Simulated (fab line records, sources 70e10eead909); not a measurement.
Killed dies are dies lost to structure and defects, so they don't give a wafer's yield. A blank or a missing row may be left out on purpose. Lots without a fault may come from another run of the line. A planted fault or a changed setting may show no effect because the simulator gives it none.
fab line records | flow nand_harc
record lots=11 wafers=29 last_day=30
route steps=1302 shown P_GATE@190 P_CONTACT@217 END@1302
lots that met no fault: from a run of the same line without faults
start_h: hours from the record's first day to the start of the lot's first wafer shown | wait_h: hours since the lot's step before | " the same as in the row above | L1.1+2: a row that stands for several wafers | - no value, or no start given | * or withheld: withheld | < > ~ a bound
route shown NAME@n: a module of which the file shows steps, and the number in the route of the first | usual: mean/standard deviation of fault-free wafers | same: alike in all rows | chamber/n: place in a boat | sites: the reading at each site | _std_site: their standard deviation | _edge_site: outer sites' mean less inner sites' | radius_mm: how far each site lies from the wafer's centre | mask NAME#n: copy n | behind: the tool/chamber that last shaped the wafer | hold: why the lot was held/for how many hours/how that ended | device: the transistor (n, p or np) that didn't switch | end of line: the same wafers' tests at the end of the route | a step without rows: its recipe alone | killed: dies lost to structure and defects at the first sort, not the wafer's yield | map: a wafer's dies, x killed, . not, _ none there
set.NAME: the setting as run; set.NAME@STEP: as run at that earlier step | model.NAME: the simulator's own value behind a step, which no gauge read
steps of the route over a sample of lots; a table a step, a row a wafer
services: from which hour (start_h, from the record's first day; less than 0 if before it) a tool's chamber was out of use, for how many hours, and why
## steps
# step NHARC_P_GATE_STRIP_76
# recipe power_w=1500 temp_c=250 chemistry=O2
# usual drypump_motor_current_A=5.9/0.37 heater_power_w=346/43 temp_c=249.96/0.19
# columns lot.wafer tool chamber start_h wait_h drypump_motor_current_A heater_power_w rf_hours_counter_h temp_c
L778.1 plasma_asher-01 0 114.47 0.2 5.5 309 26 250.07
L778.2 " 1 " " 6.0 377 26 250.09
L778.5 " 1 " " 6.0 367 - 250.04
L779.1 plasma_asher-02 0 118.29 0.2 6.4 312 7 249.96
L779.4 " 1 " " 5.6 411 - 249.92
L779.3 " 0 " " 6.4 309 - 249.86
L780.2 plasma_asher-02 0 131.20 0.2 6.4 309 8 250.13
L780.5 " 1 " " 5.6 412 - 250.17
L780.6 " 0 " " 6.4 312 - 249.76
L784.1 plasma_asher-02 1 166.90 0.2 5.6 410 16 250.15
L784.4 " 1 " " 5.5 412 - 249.99
L784.6 " 1 " " 5.6 417 - 250.12
L785.1 plasma_asher-01 1 181.13 0.2 6.0 365 2 249.97
L785.4 " 1 " " 6.0 364 - 250.31
L785.6 " 1 " " 6.0 364 - 250.08
L788.2 plasma_asher-02 0 208.34 0.2 6.4 316 26 250.27
L788.3 " 1 " " 5.6 409 - 249.97
L788.4 " 0 " " 6.4 313 - 250.17
L787.2 plasma_asher-02 0 209.22 0.2 6.4 319 26 249.95
L787.4 " 1 " " 5.6 407 - 249.73
L787.5 " 1 " " 5.6 405 - 249.69
L789.1 plasma_asher-01 0 225.32 0.2 5.5 294 10 250.00
L789.6 " 0 " " 5.4 287 - 250.20
L789.5 " 1 " " 6.0 372 - 249.79
L790.1 plasma_asher-01 1 228.16 0.2 6.0 365 11 249.90
L790.2 " 0 " " 5.5 286 11 249.88
L790.4 " 0 " " 5.4 285 - 250.05
L792.3 plasma_asher-01 1 258.42 0.1 6.0 369 - 249.77
L793.4 plasma_asher-01 1 259.13 0.2 6.0 370 - 249.95
# step NHARC_P_GATE_RTA_82
# recipe temp_c=450 time_s=30
# usual lamp_power_pct=3.89/0.16 wafer_temp_C_max=452.1/0.66
# columns lot.wafer tool chamber start_h wait_h lamp_power_pct wafer_temp_C_max
L778.1 rtp_anneal-01 0 118.62 - 3.74 452.2
L778.2 " 0 " " 3.74 453.2
L778.5 " 0 " " 3.74 452.3
L779.1 rtp_anneal-01 0 122.07 - 3.74 452.1
L779.3 " 0 " " 3.74 452.8
L779.4 " 0 " " 3.74 453.3
L780.2 rtp_anneal-01 0 135.02 - 3.74 452.1
L780.5 " 0 " " 3.74 452.6
L780.6 " 0 " " 3.74 452.0
L784.1 rtp_anneal-01 0 170.68 - 3.74 452.4
L784.4 " 0 " " 3.74 452.6
L784.6 " 0 " " 3.74 453.9
L785.1 rtp_anneal-02 0 184.97 - 4.07 451.7
L785.4 " 0 " " 4.07 452.2
L785.6 " 0 " " 4.06 451.8
L788.2 rtp_anneal-01 0 212.15 - 3.74 452.2
L788.3 " 0 " " 3.74 453.3
L788.4 " 0 " " 3.74 453.6
L787.2 rtp_anneal-01 0 213.06 - 3.74 452.6
L787.4 " 0 " " 3.74 452.8
L787.5 " 0 " " 3.74 453.0
L789.1 rtp_anneal-02 0 229.08 - 4.06 451.2
L789.5 " 0 " " 4.06 451.8
L789.6 " 0 " " 4.07 451.5
L790.1 rtp_anneal-02 0 231.93 - 4.07 451.4
L790.2 " 0 " " 4.06 451.4
L790.4 " 0 " " 4.07 451.5
L792.3 rtp_anneal-02 0 262.23 - 4.06 451.2
L793.4 rtp_anneal-01 0 263.13 - 3.74 452.5
# step NHARC_P_GATE_INSPECT_68
# usual raw_defect_count=204/84
# columns lot.wafer tool chamber start_h wait_h hold raw_defect_count
L778.1 defect_inspect-01 - 118.82 0.2 - 182
L778.2 " - " " - 268
L778.5 " - " " - 224
L779.1 defect_inspect-01 - 122.27 0.2 - 197
L779.3 " - " " - 145
L779.4 " - " " - 123
L780.2 defect_inspect-02 - 135.19 0.1 - 196
L780.5 " - " " - 225
L780.6 " - " " - 195
L784.1 defect_inspect-01 - 170.88 0.2 - 237
L784.4 " - " " - 134
L784.6 " - " " - 198
L785.1 defect_inspect-02 - 185.16 0.2 - 229
L785.4 " - " " - 194
L785.6 " - " " - 135
L788.2 defect_inspect-02 - 212.32 0.1 - 134
L788.3 " - " " - 101
L788.4 " - " " - 95
L787.2 defect_inspect-02 - 213.22 0.1 - 339
L787.4 " - " " - 261
L787.5 " - " " - 198
L789.1 defect_inspect-02 - 229.29 0.2 - 139
L789.5 " - " " - 189
L789.6 " - " " - 230
L790.1 defect_inspect-02 - 232.13 0.2 - 234
L790.2 " - " " - 161
L790.4 " - " " - 236
L792.3 defect_inspect-02 - 262.37 0.1 await_dispo/0.2h/release 1262
L792.3 defect_inspect-02 - 262.54 0.2 - 1264
L793.4 defect_inspect-02 - 263.25 0.1 await_dispo/0.2h/release 1024
L793.4 defect_inspect-02 - 263.42 0.2 - 1007
# step NHARC_P_CONTACT_DEP_30
# recipe target_thk_a=300 temp_c=400 target_thk_nm=30 flow_sccm=200 rf_w=450 material=SiNx
# usual heater_power_w=738/98 rf_fwd_power_W=448.7/1.4
# columns lot.wafer tool chamber start_h wait_h hold heater_power_w rf_fwd_power_W
L778.1 pecvd-03 2 118.89 0.1 - 889 445.9
L778.2 " 1 " " - 509 445.9
L778.5 " 1 " " - 514 447.2
L779.3 pecvd-04 1 122.33 0.1 - 855 449.0
L779.1 " 2 " " - 761 448.4
L779.4 " 0 " " - 653 448.6
L780.2 pecvd-02 1 135.34 0.1 - 875 451.4
L780.6 " 2 " " - 671 449.3
L780.5 " 1 " " - 856 448.2
L784.1 pecvd-03 2 170.95 0.1 - 805 449.6
L784.4 " 0 " " - 746 448.3
L784.6 " 0 " " - 762 447.2
L785.1 pecvd-02 2 185.31 0.1 - 741 449.3
L785.4 " 0 " " - 791 448.8
L785.6 " 2 " " - 754 447.5
L788.2 pecvd-04 2 212.43 0.1 - 845 449.3
L788.3 " 0 " " - 628 449.0
L788.4 " 1 " " - 735 447.5
L787.2 pecvd-03 1 213.37 0.1 - 630 449.1
L787.4 " 0 " " - 660 446.6
L787.5 " 1 " " - 612 449.1
L789.1 pecvd-03 2 229.43 0.1 - 706 448.0
L789.6 " 1 " " - 617 450.1
L789.5 " 2 " " - 702 448.9
L790.2 pecvd-03 1 232.20 0.1 - 617 447.8
L790.1 " 2 " " - 829 448.3
L790.4 " 0 " " - 660 447.1
L793.4 pecvd-04 2 264.52 1.1 await_dispo/0.8h/release 814 449.6
L792.3 pecvd-03 2 268.18 5.6 await_dispo/5.6h/release 757 448.8
# step NHARC_P_CONTACT_DEP_00
# recipe target_thk_a=5000 temp_c=400 pressure_torr=6.5 rf_w=900 teos_flow_sccm=161.4 flow_sccm=2650 target_thk_nm=500 gas=O2 material=SiO2
# usual heater_power_w=572/110 rf_fwd_power_W=897.9/2.8 throttle_valve_pct=15.7/0.56
# columns lot.wafer tool chamber start_h wait_h heater_power_w rf_fwd_power_W throttle_valve_pct
L778.1 pecvd-03 2 - - 735 902.1 14.9
L778.2 " 1 " " 347 896.8 15.8
L778.5 " 1 " " 374 898.7 15.9
L779.3 pecvd-04 1 - - 606 896.6 15.4
L779.1 " 2 " " 674 898.7 15.8
L779.4 " 0 " " 470 901.3 14.9
L780.2 pecvd-02 1 - - 777 899.1 15.3
L780.6 " 2 " " 506 900.1 16.5
L780.5 " 1 " " 596 893.5 15.2
L784.1 pecvd-03 2 171.30 0.3 628 898.5 15.2
L784.4 " 0 " " 581 899.8 16.3
L784.6 " 0 " " 443 900.4 16.4
L785.1 pecvd-02 2 - - 609 898.3 16.7
L785.4 " 0 " " 638 899.7 15.9
L785.6 " 2 " " 458 895.1 16.5
L788.2 pecvd-04 2 - - 711 899.3 16.3
L788.3 " 0 " " 472 901.9 14.6
L788.4 " 1 " " 559 892.3 16.1
L787.2 pecvd-03 1 - - 377 896.7 15.7
L787.4 " 0 " " 515 895.6 16.3
L787.5 " 1 " " 411 901.3 15.3
L789.1 pecvd-03 2 - - 582 895.1 15.2
L789.6 " 1 " " 491 899.6 15.5
L789.5 " 2 " " 613 895.6 15.2
L790.2 pecvd-03 1 - - 387 896.2 15.7
L790.1 " 2 " " 691 897.8 15.0
L790.4 " 0 " " 502 897.7 16.0
L793.4 pecvd-04 2 - - 704 894.4 16.2
L792.3 pecvd-03 2 - - 628 901.0 15.2
# step NHARC_P_CONTACT_ETCH_35
# recipe target_depth_a=390 over_etch_frac=0.3 time_s=65 ion_energy_ev=80 cf4_flow_sccm=150 ar_flow_sccm=0 rf_w=300 bias_w=100 chemistry=CF4
# usual drypump_motor_current_A=6.0/0.41 oes_product_au=1.000/0.014 rf_fwd_power_W=297.6/0.96 rf_vpp_V=151.4/1.1 showerhead_plenum_p_Torr=1.78/0.061 throttle_valve_pct=13.285/0.0088
# columns lot.wafer tool chamber start_h wait_h drypump_motor_current_A oes_product_au rf_fwd_power_W rf_hours_counter_h rf_vpp_V showerhead_plenum_p_Torr throttle_valve_pct
L778.2 rie_diel-12 3 120.71 0.1 6.4 1.034 297.6 1.6 151.3 1.79 13.271
L778.1 " 1 " " 6.5 0.992 296.6 2.0 151.4 1.76 13.286
L778.5 " 0 " " 5.9 0.993 297.0 - 151.2 1.83 13.272
L779.1 rie_diel-12 0 124.02 0.1 5.9 0.995 297.3 2.1 151.3 1.82 13.283
L779.3 " 1 " " 6.5 0.988 297.7 2.4 152.3 1.76 13.295
L779.4 " 3 " " 6.3 1.018 296.5 2.0 152.5 1.79 13.275
L780.2 rie_diel-12 2 137.11 0.1 5.7 1.024 297.6 2.0 150.7 1.76 13.276
L780.5 " 0 " " 5.9 0.995 297.4 - 151.0 1.83 13.279
L780.6 " 2 " " 5.7 1.020 297.8 - 151.8 1.76 13.273
L784.1 rie_diel-10 3 172.89 0.1 6.3 1.006 299.9 1.8 151.4 1.84 13.296
L784.4 " 0 " " 6.2 0.989 300.0 2.6 151.2 1.71 13.295
L784.6 " 1 " " 6.7 1.015 297.8 - 153.6 1.87 13.284
L785.1 rie_diel-10 2 187.04 0.1 5.6 0.984 298.2 3.0 149.9 1.68 13.285
L785.4 " 1 " " 6.7 1.026 296.8 3.1 152.5 1.86 13.274
L785.6 " 3 " " 6.3 1.018 299.2 - 152.0 1.84 13.290
L788.2 rie_diel-10 2 214.11 0.1 5.6 0.991 298.3 3.6 149.1 1.68 13.288
L788.3 " 3 " " 6.3 1.008 297.5 3.1 152.4 1.84 13.270
L788.4 " 0 " " 6.2 0.996 296.2 4.0 150.7 1.71 13.293
L787.2 rie_diel-12 0 215.10 0.1 5.9 0.993 297.7 7.7 151.8 1.82 13.293
L787.4 " 2 " " 5.8 1.011 297.0 6.0 150.5 1.76 13.277
L787.5 " 0 " " 5.9 0.985 298.7 - 149.6 1.82 13.274
L789.1 rie_diel-07 0 231.20 0.1 5.8 0.975 295.3 2.4 152.3 1.88 13.294
L789.6 " 2 " " 6.1 0.982 296.0 - 149.4 1.67 13.297
L789.5 " 3 " " 5.7 0.970 298.2 - 151.0 1.80 13.297
L790.2 rie_diel-10 0 234.02 0.1 6.2 0.991 298.1 4.6 151.3 1.71 13.290
L790.4 " 1 " " 6.7 1.022 296.8 4.5 153.1 1.86 13.295
L790.1 " 2 " " 5.5 0.994 297.4 4.2 150.6 1.68 13.288
L793.4 rie_diel-12 0 277.49 0.1 5.9 0.992 297.2 9.9 151.7 1.82 13.306
L792.3 rie_diel-12 2 277.50 0.1 5.7 1.019 297.4 9.0 150.0 1.76 13.291
# step NHARC_END_SORT_01
# recipe temp_c=25
# usual killed_at_array=58/19 killed_at_other=1.1/1.2 killed_at_periphery=3.8/2.4 killed_dies=63/18 killed_open=3.3/1.8 killed_short=2.2/1.6
# same gross_dies=677
# columns lot.wafer tool chamber start_h wait_h killed_at_array killed_at_other killed_at_periphery killed_dies killed_open killed_short
L787.2 prober-01 0 661.85 2.8 22 0 6 28 6 2
L787.4 prober-01 0 663.45 3.4 21 1 9 31 3 3
L787.5 prober-01 0 664.24 3.7 20 0 2 22 2 3
L788.3 prober-02 0 667.99 3.1 60 1 2 63 0 3
L789.1 prober-02 0 676.39 2.5 112 1 2 115 1 0
L789.5 prober-02 0 679.58 3.7 86 1 2 89 4 1
L789.6 prober-02 0 680.38 4.0 84 0 4 88 2 1
L792.3 prober-01 0 729.48 3.1 50 1 91 142 6 3
L793.4 prober-01 0 731.82 3.4 78 0 96 174 2 1
# killed by level:class
L787.2 A_CHANNEL_HOLE_D1:chamber_film_flake=9 P_CONTACT:geometric_particle:open=3 A_CONTACT:chamber_film_flake=3 P_GATE:chamber_film_flake=2 A_CHANNEL_HOLE_D2:unspecified=2 A_STAIRCASE:chamber_film_flake=2 A_CHANNEL_FILL_D1:geometric_particle:short=1 A_CHANNEL_FILL_D2:geometric_particle:open=1
L787.4 P_GATE:chamber_film_flake=8 A_CHANNEL_HOLE_D1:chamber_film_flake=5 A_SLIT:chamber_film_flake=5 A_CONTACT:chamber_film_flake=3 A_CHANNEL_FILL_D2:geometric_particle:short=2 A_DECK1_JOINT:geometric_particle:open=1 A_ONON_D2:geometric_particle:open=1 A_SGD_CUT:geometric_particle:open=1
L787.5 A_CHANNEL_HOLE_D1:chamber_film_flake=10 A_SLIT:chamber_film_flake=4 A_ONON_D2:geometric_particle:short=2 A_CHANNEL_HOLE_D2:unspecified=2 P_GATE:geometric_particle:short=1 A_CHANNEL_FILL_D2:geometric_particle:open=1 A_BLC:geometric_particle:open=1 P_GATE:chamber_film_flake=1
L788.3 A_CHANNEL_HOLE_D1:chamber_film_flake=31 A_CHANNEL_HOLE_D2:chamber_film_flake=16 A_CHANNEL_FILL_D1:chamber_film_flake=2 A_DECK1_JOINT:chamber_film_flake=2 A_STAIRCASE:chamber_film_flake=2 A_CONTACT:chamber_film_flake=2 A_CHANNEL_HOLE_D1:geometric_particle:short=1 A_CHANNEL_FILL_D1:geometric_particle:short=1
L789.1 A_SLIT:chamber_film_flake=40 A_CHANNEL_HOLE_D1:chamber_film_flake=32 A_CHANNEL_HOLE_D2:chamber_film_flake=26 A_CONTACT:chamber_film_flake=4 P_GATE:chamber_film_flake=2 A_STAIRCASE:chamber_film_flake=2 A_M1:chamber_film_flake=2 A_CHANNEL_FILL_D1:geometric_particle:open=1
L789.5 A_SLIT:chamber_film_flake=29 A_CHANNEL_HOLE_D1:chamber_film_flake=27 A_CHANNEL_HOLE_D2:chamber_film_flake=16 A_WL_FILL:chamber_film_flake=3 A_CONTACT:chamber_film_flake=3 P_CONTACT:geometric_particle:open=2 A_ZERO_WELL:chamber_film_flake=2 A_DECK1_JOINT:chamber_film_flake=2
L789.6 A_CHANNEL_HOLE_D1:chamber_film_flake=28 A_SLIT:chamber_film_flake=25 A_CHANNEL_HOLE_D2:chamber_film_flake=16 A_ZERO_WELL:chamber_film_flake=4 A_CONTACT:chamber_film_flake=3 P_GATE:chamber_film_flake=2 A_CHANNEL_FILL_D2:chamber_film_flake=2 P_M0:geometric_particle:open=1
L792.3 P_GATE:unspecified=89 A_CHANNEL_HOLE_D2:chamber_film_flake=15 A_SLIT:chamber_film_flake=14 A_CHANNEL_HOLE_D1:chamber_film_flake=6 A_STAIRCASE:chamber_film_flake=4 A_CONTACT:chamber_film_flake=3 A_WL_FILL:geometric_particle:open=2 P_CONTACT:geometric_particle:open=1
L793.4 P_GATE:unspecified=91 A_CHANNEL_HOLE_D1:chamber_film_flake=36 A_SLIT:chamber_film_flake=32 A_STAIRCASE:chamber_film_flake=4 P_M1:chamber_film_flake=2 A_SOURCE_PLATE:geometric_particle:short=1 A_CHANNEL_FILL_D1:geometric_particle:open=1 A_M0:geometric_particle:open=1
## services
# columns tool chamber start_h hours kind
rie_diel-12 - 91.40 9.0 pm
pecvd-02 2 96.57 6.3 repair
rie_diel-10 3 97.83 5.7 repair
pecvd-04 0 103.00 10.7 repair
rtp_anneal-02 - 112.57 2.3 repair
rie_diel-07 - 117.20 9.0 pm
rie_diel-12 3 134.20 29.8 repair
pecvd-03 1 158.90 13.6 repair
plasma_asher-01 - 165.42 9.0 pm
rie_diel-12 2 165.69 20.1 repair
pecvd-03 - 177.07 1.3 repair
pecvd-03 - 185.00 13.0 pm
rie_diel-12 - 218.04 0.4 repair
pecvd-02 - 227.33 13.0 pm
rie_diel-12 0 227.54 5.6 repair
plasma_asher-01 - 237.88 0.3 repair
rie_diel-10 0 240.26 5.1 repair
plasma_asher-02 - 241.26 10.5 repair
rie_diel-10 - 242.50 9.0 pm
rie_diel-10 1 252.31 6.8 repair
rie_diel-10 0 254.83 9.8 repair
pecvd-02 2 260.19 131.5 repair
rie_diel-12 - 268.40 9.0 pm
pecvd-04 - 269.35 13.0 pm
## key
first_sign step=NHARC_P_GATE_INSPECT_68 reading=raw_defect_count direction=up sigmas=11 usual=204 struck=1143
effect step=NHARC_P_GATE_INSPECT_68 reading=hold direction=added
effect step=NHARC_END_SORT_01 reading=killed_at_periphery direction=up sigmas=37 usual=3.8 struck=93.5
more_kills_born_at NHARC_P_GATE_STRIP_76@plasma_asher-01=180
met_at NHARC_P_GATE_STRIP_76
struck_lots L792,L793
struck_wafers L792.3,L793.4
tester_left_out L792,L793
not_acting_at NHARC_P_GATE_RTA_82,NHARC_P_CONTACT_DEP_00,NHARC_P_CONTACT_ETCH_35
onset_between 228.16 258.42
also_fits time
fault kind=chamber_particle_source tool=plasma_asher-01 chamber=1 onset_h=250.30 steps=NHARC_P_GATE_STRIP_76 rate_per_visit_cm2=1.2148 end_h=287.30
# tester_left_out: of these lots the tester's yield and bins aren't shown, on N5 and GAA mostly nor the transistor test; their killed dies are dies lost to structure and defects alone, not to doping, threshold or leakage, so they don't give the yield
